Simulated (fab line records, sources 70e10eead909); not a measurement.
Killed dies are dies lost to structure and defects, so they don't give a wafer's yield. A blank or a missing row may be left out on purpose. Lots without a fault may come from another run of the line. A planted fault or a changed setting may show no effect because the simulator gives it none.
Which tool did it? | flow nand_harc | 12 lots, 36 wafers sampled, at 4 steps of a route of 1159

WHAT THE GAUGES READ, wafer by wafer
The record holds no reading of a measuring or inspecting step that can be judged against a usual standard deviation.

WHICH TOOL RAN EACH LOT (tool, then ch and the chambers of the sampled wafers, then the start)
lot  | NHARC_P_GATE_STRIP_108             | NHARC_P_GATE_ALD_36               | NHARC_P_GATE_ETCHBACK_37                      | NHARC_P_GATE_STRIP_111
L397 | rie_diel-09 ch 1,2, day 4 18:13    | ald_sin-04 ch 0,2, day 4 19:55    | rie_diel-09 ch 0,1, day 5 06:03 or earlier    | plasma_asher-02 ch 0,1, day 5 06:03
L399 | rie_diel-09 ch 1,2,3, day 5 04:41  | ald_sin-02 ch 1,2, day 5 05:19    | rie_diel-11 ch 0,1,2, day 5 16:31 or earlier  | plasma_asher-01 ch 0,1, day 5 16:31
L401 | rie_diel-11 ch 0,1,3, day 5 20:29  | ald_sin-02 ch 2,3, day 5 21:05    | rie_diel-11 ch 0,1, day 6 08:05 or earlier    | plasma_asher-02 ch 0,1, day 6 08:05
L402 | rie_diel-09 ch 0,1,3, day 6 09:03  | ald_sin-04 ch 0,1,3, day 6 09:40  | rie_diel-11 ch 1,3, day 6 23:04 or earlier    | plasma_asher-01 ch 0,1, day 6 23:04
L403 | rie_diel-09 ch 1,2, day 6 09:14    | ald_sin-02 ch 0,1, day 6 10:55    | rie_diel-11 ch 1,3, day 6 21:01 or earlier    | plasma_asher-01 ch 0,1, day 6 21:01
L406 | rie_diel-11 ch 1,3, day 6 22:56    | ald_sin-02 ch 0,3, day 7 00:36    | rie_diel-11 ch 0,2,3, day 7 10:35 or earlier  | plasma_asher-02 ch 0,1, day 7 10:35
L411 | rie_diel-09 ch 0,2,3, day 8 10:10  | ald_sin-04 ch 0,1,3, day 8 11:51  | rie_diel-11 ch 0,2,3, day 8 22:29 or earlier  | plasma_asher-01 ch 0,1, day 8 22:29
L412 | rie_diel-11 ch 0,2,3, day 8 16:51  | ald_sin-04 ch 0,2,3, day 8 19:34  | rie_diel-09 ch 0,1,2, day 9 04:41 or earlier  | plasma_asher-01 ch 0,1, day 9 04:41
L416 | rie_diel-11 ch 2,3, day 9 07:59    | ald_sin-04 ch 2,3, day 9 10:50    | rie_diel-09 ch 1,2, day 9 21:07 or earlier    | plasma_asher-02 ch 0,1, day 9 21:07
L415 | rie_diel-09 ch 0,1,2, day 9 08:09  | ald_sin-02 ch 0,1,2, day 9 15:04  | rie_diel-10 ch 1,2,3, day 10 02:25 or earlier | plasma_asher-01 ch 0,1, day 10 02:25
L418 | rie_diel-10 ch 1,2,3, day 10 01:59 | ald_sin-04 ch 0,2,3, day 10 02:37 | rie_diel-11 ch 1,2,3, day 10 13:47 or earlier | plasma_asher-02 ch 0,1, day 10 13:47
L419 | rie_diel-11 ch 0,1,2, day 10 02:04 | ald_sin-02 ch 0,1,3, day 10 03:47 | rie_diel-11 ch 1,2,3, day 10 14:10 or earlier | plasma_asher-02 ch 0,1, day 10 14:10
- NHARC_P_GATE_STRIP_108: strips in O2.
- NHARC_P_GATE_ALD_36: deposits SiNx, target thk 20 nm, pulse time 60 s, ald cycles 223.
- NHARC_P_GATE_ETCHBACK_37: etches the open film in CHF3/O2, target depth 34.5 nm, time 17.2 s.
- NHARC_P_GATE_STRIP_111: strips in N2/H2, time 250 s.

WHAT THE TOOLS THEMSELVES READ (means of the sampled wafers that have a number; where no wafer has one, the mark that the record gives instead)
NHARC_P_GATE_STRIP_108.
lot  | tool        | drypump_motor_current_A (A) | o2_flow_sccm (sccm) | oes_product_au (a.u.) | rf_vpp_V (V) | showerhead_plenum_p_Torr (Torr) | throttle_valve_pct (%)
L397 | rie_diel-09 | 5.9                         | 499.2               | 0.998                 | 58.4         | 3.59                            | 17.031
L399 | rie_diel-09 | 5.6                         | 500.9               | 1.001                 | 57.8         | 3.57                            | 17.048
L401 | rie_diel-11 | 5.4                         | 500.6               | 1.009                 | 57.3         | 3.43                            | 17.045
L402 | rie_diel-09 | 5.3                         | 498.8               | 1.002                 | 58.1         | 3.44                            | 17.028
L403 | rie_diel-09 | 5.5                         | 499.7               | 0.998                 | 57.5         | 3.50                            | 17.044
L406 | rie_diel-11 | 5.4                         | 501.4               | 1.001                 | 56.2         | 3.31                            | 17.045
L411 | rie_diel-09 | 5.7                         | 501.4               | 1.002                 | 58.0         | 3.51                            | 17.038
L412 | rie_diel-11 | 5.4                         | 499.7               | 1.001                 | 57.6         | 3.43                            | 17.042
L416 | rie_diel-11 | 5.4                         | 501.4               | 1.001                 | 57.2         | 3.31                            | 17.035
L415 | rie_diel-09 | 5.6                         | 500.1               | 1.001                 | 57.4         | 3.45                            | 17.040
L418 | rie_diel-10 | 5.5                         | 500.6               | 1.005                 | 58.2         | 3.54                            | 17.037
L419 | rie_diel-11 | 5.6                         | 500.8               | 1.005                 | 57.4         | 3.42                            | 17.032

NHARC_P_GATE_ALD_36.
lot  | tool       | heater_power_w (W) | precursor_pulse_height_rel
L397 | ald_sin-04 | 759                | 1.001
L399 | ald_sin-02 | 852                | 1.002
L401 | ald_sin-02 | 929                | 1.009
L402 | ald_sin-04 | 797                | 0.989
L403 | ald_sin-02 | 763                | 0.986
L406 | ald_sin-02 | 849                | 0.998
L411 | ald_sin-04 | 814                | 0.989
L412 | ald_sin-04 | 795                | 0.998
L416 | ald_sin-04 | 784                | 1.025
L415 | ald_sin-02 | 813                | 0.991
L418 | ald_sin-04 | 774                | 0.997
L419 | ald_sin-02 | 817                | 0.998

NHARC_P_GATE_ETCHBACK_37.
lot  | tool        | drypump_motor_current_A (A) | o2_flow_sccm (sccm) | oes_product_au (a.u.) | rf_vpp_V (V) | showerhead_plenum_p_Torr (Torr) | throttle_valve_pct (%)
L397 | rie_diel-09 | 5.1                         | 9.98                | 0.92                  | 368.9        | 2.30                            | 20.574
L399 | rie_diel-11 | 5.6                         | 10.00               | 0.99                  | 369.3        | 2.34                            | 20.572
L401 | rie_diel-11 | 5.4                         | 10.01               | 0.93                  | 371.2        | 2.41                            | 20.576
L402 | rie_diel-11 | 5.4                         | 10.00               | 0.94                  | 365.9        | 2.25                            | 20.569
L403 | rie_diel-11 | 5.5                         | 10.00               | 0.97                  | 366.9        | 2.24                            | 20.572
L406 | rie_diel-11 | 5.4                         | 9.98                | 0.93                  | 368.8        | 2.33                            | 20.565
L411 | rie_diel-11 | 5.4                         | 10.03               | 0.93                  | 368.7        | 2.33                            | 20.566
L412 | rie_diel-09 | 5.6                         | 9.97                | 1.01                  | 369.9        | 2.34                            | 20.570
L416 | rie_diel-09 | 5.9                         | 9.99                | 1.00                  | 371.1        | 2.43                            | 20.577
L415 | rie_diel-10 | 5.5                         | 10.02               | 0.93                  | 371.5        | 2.41                            | 20.569
L418 | rie_diel-11 | 5.5                         | 10.02               | 0.95                  | 367.8        | 2.25                            | 20.579
L419 | rie_diel-11 | 5.6                         | 10.01               | 0.95                  | 367.3        | 2.25                            | 20.580

NHARC_P_GATE_STRIP_111.
lot  | tool            | drypump_motor_current_A (A) | heater_power_w (W)
L397 | plasma_asher-02 | 5.5                         | 83
L399 | plasma_asher-01 | 5.7                         | 99
L401 | plasma_asher-02 | 6.0                         | 86
L402 | plasma_asher-01 | 5.7                         | 99
L403 | plasma_asher-01 | 5.7                         | 98
L406 | plasma_asher-02 | 6.1                         | 86
L411 | plasma_asher-01 | 5.7                         | 98
L412 | plasma_asher-01 | 5.7                         | 99
L416 | plasma_asher-02 | 6.0                         | 84
L415 | plasma_asher-01 | 5.8                         | 97
L418 | plasma_asher-02 | 5.6                         | 81
L419 | plasma_asher-02 | 5.5                         | 82

THE ANSWER, worked out from the rows above alone
Rule: what is usual is taken from the lots themselves. Put in order of their means at a reading, lots are off if they are a third of the lots or fewer, leave a main group of 4 or more, and stand apart from it by a gap of 3 or more times the standard deviation of the main group's means; of several such gaps the widest counts. A main group whose means are all the same, to the digits that the tables above print for the reading, isn't used. A lot without any number at a reading at which 4 lots or more have one is off too. The other lots that the step has rows for count as sound. The gauges are gone through in route order, then the tools' own readings, and for those a lot's mean is taken as printed above. The first step at which some lot is off is used, and at that step the reading that is off furthest; a lot without a number counts as furthest.
No lot is off at any reading shown: from this, nothing can be told.

WHAT THE SIMULATOR HAD PUT IN
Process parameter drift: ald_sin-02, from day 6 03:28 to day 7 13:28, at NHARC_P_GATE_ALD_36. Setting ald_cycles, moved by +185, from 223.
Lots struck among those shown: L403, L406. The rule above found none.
